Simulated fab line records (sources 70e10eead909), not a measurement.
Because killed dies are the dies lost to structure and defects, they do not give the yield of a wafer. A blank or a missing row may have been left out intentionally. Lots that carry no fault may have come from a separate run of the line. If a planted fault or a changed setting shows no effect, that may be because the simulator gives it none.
The tool behind it: which one? -- flow nand_harc -- 18 wafers from 6 lots sampled at 5 of the route's 1302 steps

## WHAT THE GAUGES SHOWED, per wafer
NHARC_END_SORT_01.
lot,measured,on,killed_at_array
L289,day 30 06:13,prober-02,174 154 128

## TOOL THAT RAN EACH LOT (tool first, then ch and the chambers of the sampled wafers, then the start)
lot,NHARC_A_CONTACT_DEP_24,NHARC_A_CONTACT_DEP_28,NHARC_A_CONTACT_ETCH_51,NHARC_A_CONTACT_ETCH_113
L279,"pecvd-02 ch 1,2, day 21 14:48","acl_dep-01 ch 0, day 21 16:28","rie_diel-08 ch 0,1,3, day 21 23:52 or earlier","har_cap_etch-03 ch 0,1, day 21 23:52"
L289,"pecvd-04 ch 0,1,2, day 25 15:44","acl_dep-02 ch 0, day 25 21:04","rie_diel-02 ch 0,2,3, day 26 05:32 or earlier","har_cap_etch-01 ch 0,1, day 26 05:32"
L295,"pecvd-01 ch 0,1, day 28 04:50","acl_dep-02 ch 0, day 28 05:26","rie_diel-08 ch 1,3, day 28 13:15 or earlier","har_cap_etch-01 ch 0, day 28 13:15"
L297,"pecvd-04 ch 0,1,2, day 28 13:00","acl_dep-02 ch 0, day 28 14:19","rie_diel-02 ch 1,2,3, day 28 23:50 or earlier","har_cap_etch-03 ch 0,1, day 28 23:50"
L300,"pecvd-04 ch 1,2, day 30 02:14","acl_dep-01 ch 0, day 30 02:50","rie_diel-02 ch 2,3, day 30 10:07 or earlier","har_cap_etch-03 ch 0,1, day 30 10:07"
L301,"pecvd-02 ch 1,2, day 31 03:00","acl_dep-01 ch 0, day 31 03:32","rie_diel-04 ch 0,1,3, day 31 11:27 or earlier","har_cap_etch-03 ch 0,1, day 31 11:27"
- NHARC_A_CONTACT_DEP_24: deposits SiO2, target thk 500 nm.
- NHARC_A_CONTACT_DEP_28: deposits aC, target thk 7000 nm.
- NHARC_A_CONTACT_ETCH_51: etches the open film in O2/COS, target depth 7000 nm, time 1820 s.
- NHARC_A_CONTACT_ETCH_113: etches the open film in C4F8/O2/Ar, time 190 s, target depth 1850 nm.

## THE ANSWER, worked out from the rows above alone
Rule: the usual values come from the lots themselves. The widest of any qualifying gaps counts: lots, ordered by their means at a reading, are off when they make up no more than a third of the lots, leave a main group of 4 or more, and stand apart from it by 3 or more times the standard deviation of that group's means. The tables above print the reading to a certain number of digits; a main group whose means all agree to those digits is not used. Also off: a lot with no number at a reading for which 4 or more lots have one. The other lots that the step has rows for count as sound.
None of the lots is off at any reading shown; this tells nothing.

## WHAT THE SIMULATOR HAD PUT IN
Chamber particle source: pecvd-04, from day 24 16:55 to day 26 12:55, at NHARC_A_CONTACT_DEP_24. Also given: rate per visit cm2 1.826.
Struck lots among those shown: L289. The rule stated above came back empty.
